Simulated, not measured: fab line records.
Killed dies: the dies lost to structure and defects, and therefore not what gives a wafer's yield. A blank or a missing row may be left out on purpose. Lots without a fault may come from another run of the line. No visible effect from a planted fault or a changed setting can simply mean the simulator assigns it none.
Split-lot study || flow n5Finfet || 21 wafers read across 7 lots, on a route 1938 steps long

## ABOUT THE SPLIT
At N5_SD_EPI_N_COAT_33 (time 60 s, resist thk 35 nm), the setting spinRpm was moved away from the recipe's 1500 rpm on 6 of the 21 wafers read, by -9.9% to +9.5%. For the rest of the wafers, this setting stayed at what the recipe calls for.

## FROM THE SPLIT TO THE READING: what the file shows between them, 9 steps
- N5_SD_EPI_N_PEB_07: peb time 60 s (also split here: pebTimeS)
- N5_SD_EPI_N_DEVELOP_08: develop time 30 s
- N5_SD_EPI_N_CD_MEAS_09: target cd 120 nm
- N5_SD_EPI_N_DESCUM_14: chemistry O2, time 7.9 s
- N5_SD_EPI_N_ETCH_34: etches SiARC in CF4, target depth 45.5 nm, time 75.8 s
- N5_SD_EPI_N_ETCH_35: etches SOC in N2/H2, overetch 108 nm, time 486 s
- N5_SD_EPI_N_STRIP_36: strips in N2/H2
- N5_SD_EPI_N_ETCHBACK_44: etches SiNx in CH3F/O2, stops on SiO2, target depth 14.5 nm
- N5_SD_EPI_N_ETCH_45: etches SiOCN in CH3F/O2, target depth 6 nm

## THE READING
SiARC_of_SD_EPI_N_COAT_33.thkNm (the simulator's own value, which no gauge read), in nm, at N5_SD_EPI_N_ETCH_16 (etches SiO2 in CHF3/O2, target depth 5 nm). There is no usual value for it anywhere in the file. Average 12.4 nm, standard deviation 0.33 nm, over the 15 wafers here run with the recipe.

{"wafer": "L074.1", "tool, chamber at the split": "lithoTrack-03, 0", "spinRpm as run, rpm": 1500, "against the recipe": "recipe", "SiARC_of_SD_EPI_N_COAT_33.thkNm, nm": 12.6, "against lot-mates on the recipe": "-"}
{"wafer": "L074.4", "tool, chamber at the split": "lithoTrack-03, 0", "spinRpm as run, rpm": 1624, "against the recipe": "+8.3%", "SiARC_of_SD_EPI_N_COAT_33.thkNm, nm": 11.2, "against lot-mates on the recipe": -1.4}
{"wafer": "L074.5", "tool, chamber at the split": "lithoTrack-03, 0", "spinRpm as run, rpm": 1624, "against the recipe": "+8.3%", "SiARC_of_SD_EPI_N_COAT_33.thkNm, nm": 11, "against lot-mates on the recipe": -1.6}
{"wafer": "L080.2", "tool, chamber at the split": "lithoTrack-02, 0", "spinRpm as run, rpm": 1351, "against the recipe": "-9.9%", "SiARC_of_SD_EPI_N_COAT_33.thkNm, nm": 14.2, "against lot-mates on the recipe": "+1.8"}
{"wafer": "L080.4", "tool, chamber at the split": "lithoTrack-02, 0", "spinRpm as run, rpm": 1500, "against the recipe": "recipe", "SiARC_of_SD_EPI_N_COAT_33.thkNm, nm": 12.4, "against lot-mates on the recipe": "-"}
{"wafer": "L080.5", "tool, chamber at the split": "lithoTrack-02, 0", "spinRpm as run, rpm": 1351, "against the recipe": "-9.9%", "SiARC_of_SD_EPI_N_COAT_33.thkNm, nm": 14.6, "against lot-mates on the recipe": "+2.2"}
{"wafer": "L081.2", "tool, chamber at the split": "lithoTrack-02, 0", "spinRpm as run, rpm": 1643, "against the recipe": "+9.5%", "SiARC_of_SD_EPI_N_COAT_33.thkNm, nm": 10.2, "against lot-mates on the recipe": -2.1}
{"wafer": "L081.5", "tool, chamber at the split": "lithoTrack-02, 0", "spinRpm as run, rpm": 1500, "against the recipe": "recipe", "SiARC_of_SD_EPI_N_COAT_33.thkNm, nm": 12.6, "against lot-mates on the recipe": "-"}
{"wafer": "L081.6", "tool, chamber at the split": "lithoTrack-02, 0", "spinRpm as run, rpm": 1500, "against the recipe": "recipe", "SiARC_of_SD_EPI_N_COAT_33.thkNm, nm": 12, "against lot-mates on the recipe": "-"}
{"wafer": "L085.3", "tool, chamber at the split": "lithoTrack-02, 0", "spinRpm as run, rpm": 1500, "against the recipe": "recipe", "SiARC_of_SD_EPI_N_COAT_33.thkNm, nm": 12, "against lot-mates on the recipe": "-"}
{"wafer": "L085.4", "tool, chamber at the split": "lithoTrack-02, 0", "spinRpm as run, rpm": 1500, "against the recipe": "recipe", "SiARC_of_SD_EPI_N_COAT_33.thkNm, nm": 12, "against lot-mates on the recipe": "-"}
{"wafer": "L085.6", "tool, chamber at the split": "lithoTrack-02, 0", "spinRpm as run, rpm": 1500, "against the recipe": "recipe", "SiARC_of_SD_EPI_N_COAT_33.thkNm, nm": 12.4, "against lot-mates on the recipe": "-"}
{"wafer": "L087.1", "tool, chamber at the split": "lithoTrack-02, 0", "spinRpm as run, rpm": 1500, "against the recipe": "recipe", "SiARC_of_SD_EPI_N_COAT_33.thkNm, nm": 13.2, "against lot-mates on the recipe": "-"}
{"wafer": "L087.2", "tool, chamber at the split": "lithoTrack-02, 0", "spinRpm as run, rpm": 1500, "against the recipe": "recipe", "SiARC_of_SD_EPI_N_COAT_33.thkNm, nm": 12.4, "against lot-mates on the recipe": "-"}
{"wafer": "L087.4", "tool, chamber at the split": "lithoTrack-02, 0", "spinRpm as run, rpm": 1500, "against the recipe": "recipe", "SiARC_of_SD_EPI_N_COAT_33.thkNm, nm": 12.8, "against lot-mates on the recipe": "-"}
{"wafer": "L091.1", "tool, chamber at the split": "lithoTrack-02, 0", "spinRpm as run, rpm": 1500, "against the recipe": "recipe", "SiARC_of_SD_EPI_N_COAT_33.thkNm, nm": 12.6, "against lot-mates on the recipe": "-"}
{"wafer": "L091.2", "tool, chamber at the split": "lithoTrack-02, 0", "spinRpm as run, rpm": 1500, "against the recipe": "recipe", "SiARC_of_SD_EPI_N_COAT_33.thkNm, nm": 12.4, "against lot-mates on the recipe": "-"}
{"wafer": "L091.6", "tool, chamber at the split": "lithoTrack-02, 0", "spinRpm as run, rpm": 1383, "against the recipe": "-7.8%", "SiARC_of_SD_EPI_N_COAT_33.thkNm, nm": 14, "against lot-mates on the recipe": "+1.5"}
{"wafer": "L095.2", "tool, chamber at the split": "lithoTrack-02, 0", "spinRpm as run, rpm": 1500, "against the recipe": "recipe", "SiARC_of_SD_EPI_N_COAT_33.thkNm, nm": 12, "against lot-mates on the recipe": "-"}
{"wafer": "L095.3", "tool, chamber at the split": "lithoTrack-02, 0", "spinRpm as run, rpm": 1500, "against the recipe": "recipe", "SiARC_of_SD_EPI_N_COAT_33.thkNm, nm": 12.2, "against lot-mates on the recipe": "-"}
{"wafer": "L095.6", "tool, chamber at the split": "lithoTrack-02, 0", "spinRpm as run, rpm": 1500, "against the recipe": "recipe", "SiARC_of_SD_EPI_N_COAT_33.thkNm, nm": 12.2, "against lot-mates on the recipe": "-"}

FIT RESULTS
A straight line over all 21 wafers: SiARC_of_SD_EPI_N_COAT_33.thkNm changes by -0.195 nm for each +1% of spinRpm; r = -0.95; the points scatter about the line by 0.33 nm.
The same after taking each lot's own level away (the mean of its wafers on the recipe; 21 wafers): -0.198 nm for each +1%; r = -0.98; scatter 0.21 nm.
The reading moves by 2 nm for the largest change in spinRpm, on that fit.
Measured against the standard deviation above, the lots' own levels, which go from 12.13 to 12.80 nm, span 2.0 times it.
The two slopes agree, so the slope changes little with the lot-to-lot level.
Check: with one of the wafers moved furthest among these (-9.9%) left out of the fit, the line predicts +2.03 nm for it against its lot-mates. It came out at +1.8 nm against them.

## THE OTHER SPLITS THESE WAFERS WENT THROUGH
Before the reading, these wafers also passed through other splits. Each is held against what the fit with the lots' levels taken away leaves over:
{"other split on the same wafers": "N5_FIN_CUT_EXPOSE_05 doseMj", "wafers away from the commonest value": 5, "r with SiARC_of_SD_EPI_N_COAT_33.thkNm (lot level and that fit taken away)": "+0.08"}
{"other split on the same wafers": "N5_SD_EPI_N_PEB_07 pebTimeS", "wafers away from the commonest value": 4, "r with SiARC_of_SD_EPI_N_COAT_33.thkNm (lot level and that fit taken away)": "+0.15"}

## THE WHOLE CHAIN: every reading that the file lists as answering this split, in the file's order
{"step": "N5_SD_EPI_N_COAT_33", "what it does": "time 60 s, resist thk 35 nm", "reading": "SiARC_of_SD_EPI_N_COAT_33.thkNm (the simulator's own value, which no gauge read)", "change (the file's fit)": "-0.181 nm for each +1% of the setting", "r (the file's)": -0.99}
{"step": "N5_SD_EPI_N_ETCH_34", "what it does": "etches SiARC in CF4, target depth 45.5 nm, time 75.8 s", "reading": "etchRfOnTimeS", "change (the file's fit)": "withheld for each +1% of the setting", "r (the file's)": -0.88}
{"step": "N5_SD_EPI_N_ETCH_34", "what it does": "etches SiARC in CF4, target depth 45.5 nm, time 75.8 s", "reading": "CAR-ArF-block_of_SD_EPI_N_COAT_03.thkNm (the simulator's own value, which no gauge read)", "change (the file's fit)": "+0.144 nm for each +1% of the setting", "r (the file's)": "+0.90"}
{"step": "N5_SD_EPI_N_ETCH_34", "what it does": "etches SiARC in CF4, target depth 45.5 nm, time 75.8 s", "reading": "etch.depthNm (the simulator's own value, which no gauge read)", "change (the file's fit)": "-0.179 nm for each +1% of the setting", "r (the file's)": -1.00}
{"step": "N5_SD_EPI_N_ETCH_35", "what it does": "etches SOC in N2/H2, overetch 108 nm, time 486 s", "reading": "SiARC_of_SD_EPI_N_COAT_33.thkNm (the simulator's own value, which no gauge read)", "change (the file's fit)": "-0.192 nm for each +1% of the setting", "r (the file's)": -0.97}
{"step": "N5_SD_EPI_N_ETCH_16", "what it does": "etches SiO2 in CHF3/O2, target depth 5 nm", "reading": "SiARC_of_SD_EPI_N_COAT_33.thkNm (the simulator's own value, which no gauge read)", "change (the file's fit)": "-0.201 nm for each +1% of the setting", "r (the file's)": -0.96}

## FILE'S OWN FIT
SiARC_of_SD_EPI_N_COAT_33.thkNm changes by -0.201 nm for each +1% of spinRpm, r = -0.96.
